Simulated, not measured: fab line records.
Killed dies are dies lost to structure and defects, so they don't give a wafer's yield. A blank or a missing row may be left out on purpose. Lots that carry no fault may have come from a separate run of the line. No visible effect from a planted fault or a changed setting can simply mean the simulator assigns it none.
8D (eight disciplines) problem report, filled in by code / flow nand-harc / the parts of the form that need people (team, actions taken, sign-off) are left out

## 1. THE PROBLEM
killed-at-other at NHARC_END_SORT_01 reads a mean of 620.8 on 6 wafers of 2 lots; wafers without a fault read 1.0 with a standard deviation of 1.1. That is +99 or more standard deviations from the usual mean.
First seen on wafer L889.2, day 28 16:53, on prober-01. The record has a number at this step for 18 wafers belonging to 6 lots. Rule for "out", or "out of limits": more than 4 standard deviations from the usual mean. The rest of the wafers with a number are treated as sound.

## 2. WHAT IT IS, AND WHAT IT ISN'T
question=which readings at this step | is=killed-at-other, defect-limited-yield, killed-dies | is not=killed-at-array, killed-at-periphery, killed-open, killed-short
question=which lots | is=L889, L892 | is not=L898, L899, L900, L903
question=which wafers of those lots | is=all that have a number | is not=-
question=read on which gauges | is=prober-01 | is not=prober-02
question=when | is=from day 28 16:53 | is not=up to then (0 sound wafers); but 12 sound wafers of L898, L899, L900, L903 came after

## 3. WHAT RULES OUT EACH SUSPECT
Counting: a tool stays on the suspect list if, at a process step up to the reading, it processed all lots that are out and no sound lot following the first of them.
- the gauge at NHARC_END_SORT_01: kept. All the wafers that are out were read on prober-01, and no step on other tools shows them out.
- pvd-sputter-02 at NHARC_THIN_TSV_PVD_51 (deposits Cu, target thk 100 nm): ruled out as a lasting fault. After its first lot that is out, L889 (day 28 05:38), sound lots L898, L903 ran on it. With no start given for some of its lots, NHARC_THIN_TSV_PVD_51 uses the hours and lot order of NHARC_THIN_TSV_ECD_20.
- ecd-cu-02 at NHARC_THIN_TSV_ECD_20 (material Cu, target thk 2000 nm): ruled out as a lasting fault. After its first lot that is out, L889 (day 28 05:38), sound lots L899, L900, L903 ran on it.
Remaining after the count: prober-01 at NHARC_END_SORT_01.

## 4. THE CAUSE (what the simulator had put in)
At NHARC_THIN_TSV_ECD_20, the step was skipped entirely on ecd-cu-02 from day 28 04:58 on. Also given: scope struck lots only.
Counting ruled it out, wrongly: the rule takes a fault to strike every lot that its tool runs from its start on, and this one did not.

## 5. THE EFFECT CHAIN, in route order
Rows list readings where the struck wafers' mean (over those with a number) sits beyond 3 standard deviations from the usual. Only readings for which the record gives a usual standard deviation are gone through. hours: the time from each lot's start at the first step in this table that gives one to its start at this step, as a median over the lots. sigmas: the change in usual standard deviations.
hours=0; step=NHARC_END_SORT_01; reading=defect-limited-yield; usual=89.8 %; on struck wafers=0.0; change=-89.8; sigmas=-37
hours=0; step=NHARC_END_SORT_01; reading=killed-at-other; usual=1.0; on struck wafers=620.8; change=+619.8; sigmas=+99 or more
hours=0; step=NHARC_END_SORT_01; reading=killed-dies; usual=69; on struck wafers=677; change=+608; sigmas=+36

## 6. HOW IT WOULD HAVE BEEN CAUGHT EARLIER
In this record the first reading out of limits at a measuring or inspecting step was taken at day 28 16:53, 12 hours after the fault began at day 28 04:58.
